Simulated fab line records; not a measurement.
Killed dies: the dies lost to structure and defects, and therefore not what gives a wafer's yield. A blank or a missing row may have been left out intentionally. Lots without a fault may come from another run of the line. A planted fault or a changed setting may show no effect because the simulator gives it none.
fab line records	flow n5-finfet
record: lots: 3	wafers: 9	last-day: 16
route steps=1938 shown BEOL_M3@937 BEOL_M4@1111 PASSIVATION@1936
lots that met no fault: taken from a fault-free run of the same line
start-h: hours from the record's opening day to when the first of the lot's shown wafers began	wait-h: hours from the lot's prior step to this one	" identical to the entry in the row above	L1.1+2: a row that stands for several wafers	- no value, or no start given	* or withheld: withheld	< > ~ a bound
route shown NAME@n: a module of which the file shows steps, and the number in the route of the first	usual: average and standard deviation across the fault-free wafers	same: alike in all rows	chamber/n: place in a boat	sites: the reading at each site	_std_site: the standard deviation of these	_edge_site: the outer-site mean with the inner-site mean subtracted	radius-mm: for every site, how far away it sits from the centre of the wafer	mask NAME#n: copy n	behind: the most recent tool/chamber to have shaped the wafer	hold: cause of the lot's hold/its duration in hours/its outcome	device: the transistor (n, p or np) that didn't switch	end of line: the tests these same wafers got at the end of their route	a step given without rows: its recipe and nothing more	killed: dies that structure and defects cost at the first sort, which is not the same as the wafer's yield	map: the dies of a wafer, with x for killed, . for not killed, _ for no die there
set.NAME: the run value of the setting; set.NAME@STEP: its run value at that earlier step	model.NAME: the simulator's own value behind a step, which no gauge read
lots seen at some steps along the route; tables by step, rows by wafer
services: from which hour (start-h, from the record's first day; less than 0 if before it) a tool's chamber was out of use, for how many hours, and why
== steps ==
step: N5_BEOL_M3_COAT_73
recipe: resist: underlayer	temp-c: 205	time-s: 60	spin-rpm: 1500	resist-thk-nm: 5
step: N5_BEOL_M3_COAT_05
recipe: resist: CAR-EUV	spin-rpm: 1500	resist-thk-nm: 30
step: N5_BEOL_M3_EBR_07
recipe: solvent: PGMEA	ebr-width-mm: 1.5
step: N5_BEOL_M3_SOFTBAKE_06
recipe: temp-c: 110	time-s: 60	resist: CAR-EUV
step: N5_BEOL_M3_EXPOSE_08
recipe: mask-id: M3	na: 0.33	source-shape: dipole	sigma-inner: 0.369	sigma-outer: 0.767	polarization: unpolarized	dose-mj: 33
step: N5_BEOL_M3_PEB_09
recipe: peb-temp-c: 100	peb-time-s: 60	resist: CAR-EUV
step: N5_BEOL_M3_DEVELOP_10
recipe: develop-time-s: 30	developer: TMAH	resist: CAR-EUV	rinse-liquid: surfactant-rinse	dry: air-spin	dev-temp-c: 23
step: N5_BEOL_M3_DESCUM_16
recipe: chemistry: O2	time-s: 7	source-power-w: 50	bias-power-w: 20	pressure-mtorr: 20	rf-frequency-hz: 2.712e+07	temp-c: 40	resist: CAR-EUV	o2-flow-sccm: 225
step: N5_BEOL_M3_ETCH_74
recipe: chemistry: N2/H2	target: underlayer	target-depth-a: 65	mask-material: CAR-EUV	time-s: 5.2	ion-energy-ev: 200	pressure-mtorr: 30	source-w: 840	bias-w: 150	n2-flow-sccm: 200	h2-flow-sccm: 200	ends: cleared
step: N5_BEOL_M3_ETCH_63
recipe: chemistry: CF4	target: SiARC	target-depth-a: 156	mask-material: CAR-EUV	time-s: 26	ion-energy-ev: 80	pressure-mtorr: 40	source-w: 545	bias-w: 36	Ar_flow_sccm: 100	cf4-flow-sccm: 100	ends: cleared
usual: drypump-motor-current-A: 5.7/0.43	etch-rf-on-time-s: 26.0/0.64	oes-product-au: 0.65/0.079	rf-vpp-V: 184.1/1.1	showerhead-plenum-p-Torr: 2.14/0.069	throttle-valve-pct: 15.62/0.24
lot.wafer	tool	chamber	start-h	wait-h	drypump-motor-current-A	etch-rf-on-time-s	oes-product-au	rf-hours-counter-h	rf-vpp-V	showerhead-plenum-p-Torr	throttle-valve-pct
L624.3	rie-diel-02	1	149.34	0.0	5.1	25.7	0.66	150	184.0	2.05	15.27
L624.4	"	0	"	"	5.9	25.5	0.60	223	184.2	2.03	16.12
L624.5	"	3	"	"	6.4	27.2	0.57	-	184.8	2.11	15.69
L635.2	rie-diel-02	0	220.13	0.0	5.9	25.7	0.58	247	180.8	2.02	16.16
L635.3	"	1	"	"	5.2	25.8	0.63	173	182.8	2.05	15.32
L635.6	"	2	"	"	5.8	26.1	0.61	-	184.2	2.20	15.77
L641.1	rie-diel-06	0	250.28	0.0	5.9	25.5	0.79	17	184.5	2.10	15.32
L641.3	"	3	"	"	5.5	25.2	0.74	60	185.4	2.17	15.36
L641.5	"	1	"	"	5.5	25.7	0.83	-	184.2	2.10	15.15
step: N5_BEOL_M3_ETCH_64
recipe: chemistry: N2/H2	target: SOC	target-depth-a: 750	overetch-a: 150	mask-material: SiARC	temp-c: 40	time-s: 112.5	ion-energy-ev: 200	pressure-mtorr: 30	source-w: 840	bias-w: 150	n2-flow-sccm: 200	h2-flow-sccm: 200
step: N5_BEOL_M3_STRIP_65
recipe: chemistry: N2/H2	temp-c: 40	n2-flow-sccm: 200	h2-flow-sccm: 200	rf-frequency-hz: 6e+07
step: N5_BEOL_M3_STRIP_75
recipe: chemistry: N2/H2	temp-c: 40	n2-flow-sccm: 200	h2-flow-sccm: 200	rf-frequency-hz: 6e+07
step: N5_BEOL_M3_STRIP_66
recipe: chemistry: CF4	resist: SiARC	power-w: 300	bias-power-w: 75	pressure-mtorr: 50	cf4-flow-sccm: 150	rf-frequency-hz: 6e+07
step: N5_BEOL_M3_HM_OPEN_17
recipe: chemistry: Cl2/BCl3	target-depth-a: 200	overetch-a: 60	target: TiN	mask-material: SOC	ion-energy-ev: 150	pressure-mtorr: 10	icp-w: 1000	bias-w: 126	Cl2_flow_sccm: 53.25	bcl3-flow-sccm: 21.75	Ar_flow_sccm: 25
step: N5_BEOL_M3_STRIP_19
recipe: chemistry: O2	power-w: 400	temp-c: 40	pressure-mtorr: 30	rf-frequency-hz: 6e+07	bias-power-w: 0	overash-fraction: 0.2	o2-flow-sccm: 225
step: N5_BEOL_M3_COAT_67
recipe: resist: SOC	temp-c: 250	time-s: 60	spin-rpm: 1500	resist-thk-nm: 60
step: N5_BEOL_M3_COAT_68
recipe: resist: SiARC	temp-c: 220	time-s: 60	spin-rpm: 1500	resist-thk-nm: 12
step: N5_BEOL_M3_COAT_76
recipe: resist: underlayer	temp-c: 205	time-s: 60	spin-rpm: 1500	resist-thk-nm: 5
step: N5_BEOL_M3_COAT_22
recipe: resist: CAR-EUV	spin-rpm: 1500	resist-thk-nm: 30
step: N5_BEOL_M3_EBR_24
recipe: solvent: PGMEA	ebr-width-mm: 1.5
step: N5_BEOL_M3_SOFTBAKE_23
recipe: temp-c: 110	time-s: 60	resist: CAR-EUV
step: N5_BEOL_M3_EXPOSE_25
recipe: mask-id: V2	na: 0.33	source-shape: quasar	sigma-inner: 0.2	sigma-outer: 0.8	polarization: unpolarized	defocus-nm: 5	dose-mj: 63
step: N5_BEOL_M3_PEB_26
recipe: peb-temp-c: 100	peb-time-s: 60	resist: CAR-EUV
step: N5_BEOL_M3_DEVELOP_27
recipe: develop-time-s: 30	developer: TMAH	resist: CAR-EUV	rinse-liquid: surfactant-rinse	dry: air-spin	dev-temp-c: 23
step: N5_BEOL_M3_INSPECT_30
recipe: mode: adi	inspect-instrument: brightfield
usual: raw-defect-count: 461/100
lot.wafer	tool	chamber	start-h	wait-h	raw-defect-count
L624.3	defect-inspect-01	-	150.21	0.0	662
L624.4	"	-	"	"	625
L624.5	"	-	"	"	320
L635.2	defect-inspect-01	-	220.92	0.0	878
L635.3	"	-	"	"	293
L635.6	"	-	"	"	360
L641.1	defect-inspect-01	-	251.19	0.1	491
L641.3	"	-	"	"	387
L641.5	"	-	"	"	336
step: N5_BEOL_M3_DESCUM_33
recipe: chemistry: O2	time-s: 7	source-power-w: 50	bias-power-w: 20	pressure-mtorr: 20	rf-frequency-hz: 2.712e+07	temp-c: 40	resist: CAR-EUV	o2-flow-sccm: 225
step: N5_BEOL_M4_RC_MEAS_101
usual: DIBL_N: 36.5/1.8	DIBL_P: 36.5/2.1	IOFF_N: 0.17/0.031	IOFF_P: 0.22/0.036	ION_N: 677/11	ION_P: 463/8	SS_N: 71.6/0.61	SS_P: 73.3/0.63	VT_N: 249/3.1	VT_P: -250/3.3
lot.wafer	tool	chamber	start-h	wait-h	DIBL_N[mV/V]	DIBL_P[mV/V]	IOFF_N[nA/um]	IOFF_P[nA/um]	ION_N[uA/um]	ION_P[uA/um]	SS_N[mV/dec]	SS_P[mV/dec]	VT_N[mV]	VT_P[mV]
L624.3	prober-01	0	176.51	0.3	39.0	39.2	0.22	0.24	690	465	72.4	74.2	241	-251
L624.4	"	0	"	"	38.3	38.6	0.21	0.24	687	470	71.9	74.9	243	-251
L624.5	"	0	"	"	38.2	38.3	0.21	0.22	696	466	71.7	73.3	243	-250
L635.2	prober-01	0	243.56	0.2	34.8	32.6	0.13	0.19	643	445	71.8	71.8	253	-253
L635.3	"	0	"	"	37.3	36.7	0.19	0.25	686	467	72.4	73.6	246	-248
L635.6	"	0	"	"	36.0	34.3	0.15	0.21	669	458	71.9	73.1	251	-251
L641.1	prober-02	0	277.34	0.0	40.0	39.8	0.21	0.25	674	458	72.4	74.4	246	-246
L641.3	"	0	"	"	36.5	34.6	0.13	0.19	649	454	71.9	72.9	254	-251
L641.5	"	0	"	"	38.7	38.6	0.17	0.23	680	468	72.4	73.4	249	-248
step: N5_PASSIVATION_PROBE_49
usual: defect-limited-yield: 91.4/1.5	killed_at_M0_to_M3: 35/11	killed_at_M4_up: 16/7	killed-at-contacts: 11/5.3	killed-at-front-end: 37/11	killed-at-other: 3.1/2.8	killed-dies: 102/18	killed-on-rim: 13/3.7	killed-open: 69/15	killed-short: 31/7.8	sort_bin_5_function: 5.1/1.1	sort_bin_6_memory: 3.2/0.69	sort_bin_8_speed: 0.00/0.016	sort-n-pass: 1078/18	sort-yield-pct: 91.4/1.5
same: gross-dies: 1180	killed-at-back-side: 0	sort_bin_4_leakage[%]: 0
lot.wafer	tool	chamber	start-h	wait-h	defect-limited-yield[%]	killed_at_M0_to_M3	killed_at_M4_up	killed-at-contacts	killed-at-front-end	killed-at-other	killed-dies	killed-on-rim	killed-open	killed-short	sort_bin_5_function[%]	sort_bin_6_memory[%]	sort_bin_8_speed[%]	sort-n-pass	sort-yield-pct[%]
L624.3	prober-01	-	277.07	0.1	92.7	36	11	10	23	6	86	11	51	28	4.0	3.1	0	1094	92.7
L624.4	prober-01	-	277.12	0.2	93.2	28	13	9	28	2	80	12	49	29	3.6	2.8	0	1100	93.2
L624.5	prober-01	-	277.17	0.2	94.7	24	12	6	18	2	62	8	49	13	3.1	1.8	0	1118	94.7
L635.2	prober-02	-	352.69	0.1	88.0	79	11	13	36	3	142	32	84	21	7.3	3.7	0.08	1037	87.9
L641.3	prober-01	-	390.88	0.1	93.4	39	11	1	25	2	78	7	50	27	4.3	1.9	0	1102	93.4
killed by level:class
L624.3 BEOL_M2:geometric-particle:open=10 MOL_CONTACT_COAG:geometric-particle:open=7 BEOL_M0_SAQP:geometric-particle:short=6 BEOL_M0_SAQP:geometric-particle:open=6 BEOL_M3:geometric-particle:open=6 DUMMY_GATE:geometric-particle:open=5 FIN_SAQP:geometric-particle:short=4 BEOL_M4:geometric-particle:open=4
L624.4 BEOL_M0_SAQP:geometric-particle:short=7 MOL_CONTACT_COAG:geometric-particle:open=6 BEOL_M4:geometric-particle:open=6 ILD0:geometric-particle:open=5 BEOL_M0_SAQP:geometric-particle:open=5 BEOL_M1:geometric-particle:open=5 BEOL_M2:geometric-particle:open=5 ILD0:geometric-particle:short=4
L624.5 BEOL_M1:geometric-particle:open=8 MOL_CONTACT_COAG:geometric-particle:open=6 BEOL_M0_SAQP:geometric-particle:open=6 BEOL_M2:geometric-particle:open=6 FIN_SAQP:geometric-particle:open=4 DUMMY_GATE:geometric-particle:open=4 BEOL_M4:geometric-particle:open=4 FIN_SAQP:geometric-particle:short=3
L635.2 BEOL_M3:unspecified=37 MOL_CONTACT_COAG:geometric-particle:open=13 BEOL_M2:geometric-particle:open=12 STI_FIN_REVEAL:geometric-particle:open=11 BEOL_M1:geometric-particle:open=10 BEOL_M3:geometric-particle:open=6 FIN_SAQP:geometric-particle:short=5 BEOL_M0_SAQP:geometric-particle:open=5
L641.3 BEOL_M0_SAQP:geometric-particle:short=15 STI_FIN_REVEAL:geometric-particle:open=10 BEOL_M0_SAQP:geometric-particle:open=8 BEOL_M2:geometric-particle:open=6 BEOL_M3:geometric-particle:open=5 FIN_SAQP:geometric-particle:short=3 BEOL_M4:geometric-particle:open=3 BEOL_M7:geometric-particle:open=3
map L635.2 (x killed, . not)
_________________.....x.....x________________
______________.................._____________
___________....x.x..x....x.........__________
__________...........x...x.x........_________
________......x.x.......x....x.....x.x_______
_______......x...x...x...x........x....______
______.........x...........x..........x._____
_____..........x..x.x.......x...........x____
____x...............x..............x......___
___.........x.x............................__
___....................x..............x....__
__x....................x............xx......_
__.....x...........x..x....................._
_...x...........................x...x..xx..xx
_x............x......x.......................
_............x...x.............x..........x..
_x.....x............x........................
_xx...x....x...x...x................x.....x..
_x.xx.........x....x....................x....
_xxx.....x........x.....x.x..........xxx.....
_xxxx................................x...x...
__xxx.................................x....._
__xxx.x.........................x.....x....._
___xxxxx........................x..........__
___xxxxx.............................x.....__
____xxx..xx...........................x...___
_____xx...x...............x..............____
______x.x..............................._____
_______.x..xx....x..x.........x........______
________.....x......x...........x....._______
__________.............x.....x...x.._________
___________.......x................__________
______________x.......x..x.x..x._____________
_________________..x.........________________
map L624.3 (x killed, . not)
_________________............________________
______________....x............._____________
___________......x..........x......__________
__________....x...................x._________
________..........x.........x.......x._______
_______..............................x.______
______...............x.................._____
_____....................x..............x____
____..x....x.....x.......................x___
___...............x......x.................__
___..x...........x.........................__
__x.........x..............................x_
__....xx.x..........x......................._
_............................................
_.................x.......x..................
_....x.......x...............................
_.x........x.............x..x.........xx.....
_....x..x.............x......................
_...x............x......x..x....x.....x......
_xx.x........................................
_......................x................x....
__........x...x......x..x...........x......._
__.......x.............x...x.........x..x..._
___......................x..x..xx.....x....__
___x.x..x.....x.....x.........x............__
____......x.....................x.........___
_____..x...............x....x............____
______.................................._____
_______......x.x.............x.........______
________.........x..x................._______
__________...x......................_________
___________........................__________
______________x..x.x............_____________
_________________............________________
== services ==
tool	chamber	start-h	hours	kind
rie-diel-06	2	162.47	4.1	repair
rie-diel-06	0	175.79	-	clean
rie-diel-06	0	175.79	-	consumable-replace:focus-ring
rie-diel-06	0	175.79	25.3	scheduled-down
rie-diel-06	0	175.79	25.3	vent-cycle
rie-diel-06	1	206.38	-	clean
rie-diel-06	1	206.38	-	consumable-replace:focus-ring
rie-diel-06	1	206.38	20.7	scheduled-down
rie-diel-06	1	206.38	20.7	vent-cycle
rie-diel-02	0	230.12	-	clean
rie-diel-02	0	230.12	-	consumable-replace:focus-ring
rie-diel-02	0	230.12	-	consumable-replace:showerhead
rie-diel-02	0	230.12	22.2	scheduled-down
rie-diel-02	0	230.12	22.2	vent-cycle
== key ==
first-sign: step: N5_BEOL_M3_INSPECT_30	reading: raw-defect-count	direction: up	sigmas: 4	usual: 461	struck: 878
effect: step: N5_PASSIVATION_PROBE_49	reading: killed_at_M0_to_M3	direction: up	sigmas: 4	usual: 35	struck: 79
more-kills-born-at: N5_BEOL_M3_ETCH_63@rie-diel-02: 37
met-at N5_BEOL_M3_ETCH_63
struck-wafers L635.2
onset-between 149.34 220.13
fault: kind: chamber-particle-source	tool: rie-diel-02	chamber: 0	onset-h: 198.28	steps: N5_BEOL_M3_ETCH_63	rate-per-visit-cm2: 0.65325	end-h: 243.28
